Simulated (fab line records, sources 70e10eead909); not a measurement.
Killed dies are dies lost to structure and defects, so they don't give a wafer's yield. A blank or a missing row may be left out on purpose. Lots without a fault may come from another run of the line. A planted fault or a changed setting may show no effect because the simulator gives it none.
Which tool did it? | flow nand_harc | 6 lots, 18 wafers sampled, at 5 steps of a route of 1159

WHAT THE GAUGES READ, wafer by wafer
NHARC_END_SORT_01.
lot  | measured     | on        | killed_at_array
L248 | day 23 16:56 | prober-01 | 33 23 673

WHICH TOOL RAN EACH LOT (tool, then ch and the chambers of the sampled wafers, then the start)
lot  | NHARC_A_SGD_CUT_ETCHBACK_24        | NHARC_A_SLIT_ETCH_29               | NHARC_A_WL_FILL_CVD_03        | NHARC_A_WL_FILL_ETCHBACK_04
L237 | rie_diel-09 ch 0,1,3, day 14 17:42 | rie_diel-12 ch 0,2,3, day 15 01:43 | cvd_w-01 ch 0,1, day 15 16:54 | rie_metal-01 ch 0, day 15 19:43
L239 | rie_diel-09 ch 0,1,3, day 14 23:44 | rie_diel-08 ch 2,3, day 15 09:24   | cvd_w-01 ch 0,1, day 15 19:47 | rie_metal-03 ch 0,1, day 15 23:08
L243 | rie_diel-06 ch 0,3, day 16 16:22   | rie_diel-10 ch 1,2, day 17 01:41   | cvd_w-01 ch 0,1, day 17 13:02 | rie_metal-01 ch 0,1, day 17 15:29
L248 | rie_diel-09 ch 0,2,3, day 17 19:36 | rie_diel-10 ch 0,1,3, day 18 02:13 | cvd_w-01 ch 0,1, day 18 13:17 | rie_metal-01 ch 0,1, day 18 16:11
L254 | rie_diel-03 ch 0,1,2, day 19 04:04 | rie_diel-10 ch 2,3, day 19 15:01   | cvd_w-01 ch 0,1, day 20 01:08 | rie_metal-02 ch 1, day 20 04:28
L257 | rie_diel-06 ch 0,1,3, day 19 04:13 | rie_diel-08 ch 0,2,3, day 19 20:04 | cvd_w-02 ch 0,1, day 20 07:21 | rie_metal-02 ch 0,1, day 20 10:40
- NHARC_A_SGD_CUT_ETCHBACK_24: etches the open film in CH3F/O2, target depth 50 nm, time 92.857 s.
- NHARC_A_SLIT_ETCH_29: etches the open film in CF4/O2, target depth 100 nm, overetch 10 nm, time 55 s.
- NHARC_A_WL_FILL_CVD_03: deposits W, target thk 40 nm, time 3302 s.
- NHARC_A_WL_FILL_ETCHBACK_04: etches the open film in NF3, target depth 60 nm, time 120 s.

THE ANSWER, worked out from the rows above alone
Rule: what is usual is taken from the lots themselves. Put in order of their means at a reading, lots are off if they are a third of the lots or fewer, leave a main group of 4 or more, and stand apart from it by a gap of 3 or more times the standard deviation of the main group's means; of several such gaps the widest counts. A main group whose means are all the same, to the digits that the tables above print for the reading, isn't used. A lot without any number at a reading at which 4 lots or more have one is off too. The other lots that the step has rows for count as sound.
No lot is off at any reading shown: from this, nothing can be told.

WHAT THE SIMULATOR HAD PUT IN
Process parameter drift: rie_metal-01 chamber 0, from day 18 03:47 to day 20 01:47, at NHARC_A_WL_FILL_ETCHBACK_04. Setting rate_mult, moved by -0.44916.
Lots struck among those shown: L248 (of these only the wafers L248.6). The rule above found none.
